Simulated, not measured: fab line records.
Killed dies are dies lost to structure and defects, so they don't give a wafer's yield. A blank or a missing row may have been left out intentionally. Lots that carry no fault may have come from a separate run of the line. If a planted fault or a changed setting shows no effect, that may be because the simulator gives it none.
Chamber matching    flow nandHarc    rieDiel-05 running NHARC_A_STAIRCASE_DESCUM_219: 4 sister chambers
The step chemistry O2, time 3 s. 22 wafers are shown with their chamber, then 11 later ones without.

WAFERS WITH THEIR CHAMBER
wafer   chamber  showerheadPlenumPTorr (Torr)  drypumpMotorCurrentA (A)  oesProductAu (a.u.)
L074.1  3        1.84                          5.7                       0.993
L074.3  0        1.87                          5.8                       1.002
L074.4  2        2.00                          6.7                       0.994
L077.1  3        1.84                          5.7                       0.979
L077.5  2        2.00                          6.7                       0.984
L077.6  1        1.82                          5.3                       0.992
L085.2  2        2.00                          6.7                       0.992
L085.3  0        1.87                          5.9                       0.993
L085.6  0        1.87                          5.8                       0.993
L082.2  0        1.87                          5.9                       0.991
L082.5  3        1.84                          5.7                       0.984
L082.6  2        2.00                          6.7                       0.976
L084.1  0        1.87                          5.9                       1.003
L084.3  3        1.84                          5.7                       0.983
L084.6  2        1.99                          6.7                       0.996
L086.2  1        1.82                          5.2                       1.011
L086.3  3        1.84                          5.7                       0.978
L086.4  0        1.87                          5.9                       0.998
L088.3  1        1.82                          5.3                       0.998
L088.5  2        1.99                          6.7                       0.997
L088.6  1        1.82                          5.3                       1.003
L090.1  2        1.99                          6.7                       0.988

SIGNATURES, as means of the wafers listed above
reading                chamber 0  chamber 1  chamber 2  chamber 3  scatter within a chamber
showerheadPlenumPTorr  1.8700     1.8200     1.9957     1.8400     0.00309
drypumpMotorCurrentA   5.867      5.275      6.700      5.700      0.034
oesProductAu           0.99667    1.00100    0.98957    0.98340    0.00668
Rule: for each reading, subtract the chamber's mean from the wafer's reading, divide by that reading's scatter and square the result; add these up over the readings and take the root, which gives the wafer's distance from the chamber. If the next closest chamber is less than 2 further off than the closest, the wafer can't be placed; otherwise it belongs to the closest. The scatter: the root of (the sum of the squares of (reading less its chamber's mean) over the shown wafers, divided by (wafers less chambers)).

WAFERS WITH NO CHAMBER GIVEN
wafer   showerheadPlenumPTorr (Torr)  drypumpMotorCurrentA (A)  oesProductAu (a.u.)
L090.3  1.83                          5.7                       0.978
L090.6  1.86                          5.9                       0.983
L092.2  1.81                          5.3                       0.998
L092.5  1.81                          5.3                       0.994
L092.6  1.86                          5.8                       0.983
L093.1  1.83                          5.7                       0.979
L093.3  1.99                          6.7                       0.992
L093.5  1.99                          6.7                       1.001
L091.4  1.83                          5.7                       0.980
L091.5  1.81                          5.3                       0.996
L091.6  1.86                          5.9                       0.985

CHAMBER TAKEN BY EACH
wafer   from the rows above  in truth
L090.3  3                    3
L090.6  0                    0
L092.2  1                    1
L092.5  1                    1
L092.6  0                    0
L093.1  3                    3
L093.3  2                    2
L093.5  2                    2
L091.4  3                    3
L091.5  1                    1
L091.6  0                    0
Correctly placed: 11 of 11. Can't be placed from these rows: 0. Number placed wrongly: 0.
